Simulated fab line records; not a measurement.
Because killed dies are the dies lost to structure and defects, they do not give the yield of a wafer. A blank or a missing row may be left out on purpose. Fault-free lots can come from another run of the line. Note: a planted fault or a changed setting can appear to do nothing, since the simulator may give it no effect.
Chamber matching || flow n5-finfet || N5_SPACER0_ALD_00 on ald-sin-01: 4 sister chambers
The step deposits SiOCN, target thk 3.5 nm, pulse time 3 s, purge time 2 s. 7 wafers are shown with their chamber, then 8 later ones without.

== EACH WAFER AND ITS CHAMBER ==
{"wafer": "L084.1", "chamber": 3, "heater-power-w (W)": 904, "precursor-pulse-height-rel": 0.981}
{"wafer": "L084.3", "chamber": 2, "heater-power-w (W)": 810, "precursor-pulse-height-rel": 1.025}
{"wafer": "L087.2", "chamber": 1, "heater-power-w (W)": 721, "precursor-pulse-height-rel": 0.990}
{"wafer": "L088.1", "chamber": 0, "heater-power-w (W)": 910, "precursor-pulse-height-rel": 1.002}
{"wafer": "L088.3", "chamber": 1, "heater-power-w (W)": 714, "precursor-pulse-height-rel": 0.974}
{"wafer": "L088.4", "chamber": 3, "heater-power-w (W)": 872, "precursor-pulse-height-rel": 0.974}
{"wafer": "L089.3", "chamber": 0, "heater-power-w (W)": 901, "precursor-pulse-height-rel": 0.994}

== WAFERS WITH NO CHAMBER GIVEN ==
{"wafer": "L089.5", "heater-power-w (W)": 921, "precursor-pulse-height-rel": 0.979}
{"wafer": "L089.6", "heater-power-w (W)": 827, "precursor-pulse-height-rel": 0.950}
{"wafer": "L090.2", "heater-power-w (W)": 913, "precursor-pulse-height-rel": 1.011}
{"wafer": "L090.5", "heater-power-w (W)": 812, "precursor-pulse-height-rel": 1.003}
{"wafer": "L090.6", "heater-power-w (W)": 688, "precursor-pulse-height-rel": 0.997}
{"wafer": "L091.2", "heater-power-w (W)": 715, "precursor-pulse-height-rel": 1.005}
{"wafer": "L091.5", "heater-power-w (W)": 891, "precursor-pulse-height-rel": 0.985}
{"wafer": "L091.6", "heater-power-w (W)": 833, "precursor-pulse-height-rel": 0.994}

== THE CHAMBER EACH PASSED THROUGH ==
{"wafer": "L089.5", "from the rows above": "can't be placed: 3 or 0", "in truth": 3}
{"wafer": "L089.6", "from the rows above": 3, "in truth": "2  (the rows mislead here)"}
{"wafer": "L090.2", "from the rows above": 0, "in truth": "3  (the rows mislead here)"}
{"wafer": "L090.5", "from the rows above": 2, "in truth": 2}
{"wafer": "L090.6", "from the rows above": 1, "in truth": 1}
{"wafer": "L091.2", "from the rows above": 1, "in truth": 1}
{"wafer": "L091.5", "from the rows above": "can't be placed: 3 or 0", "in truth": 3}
{"wafer": "L091.6", "from the rows above": "can't be placed: 2 or 3 or 0", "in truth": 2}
Correct placement for 3 of the 8. Can't be placed from these rows: 3 (the true chamber is among the candidates in 3). Wrongly placed: 2.
How it was worked out, from the rows above alone: a wafer's distance from a chamber is the root of the sum, over the readings, of the square of ((its reading less the chamber's mean) divided by the reading's scatter). If the next closest chamber is less than 2 further off than the closest, the wafer can't be placed; otherwise it belongs to the closest. The mean given for a chamber averages the wafers shown for that chamber. The scatter is the square root of a quotient: the sum, over the shown wafers, of each reading's squared deviation from its chamber's mean, divided by wafers minus chambers.
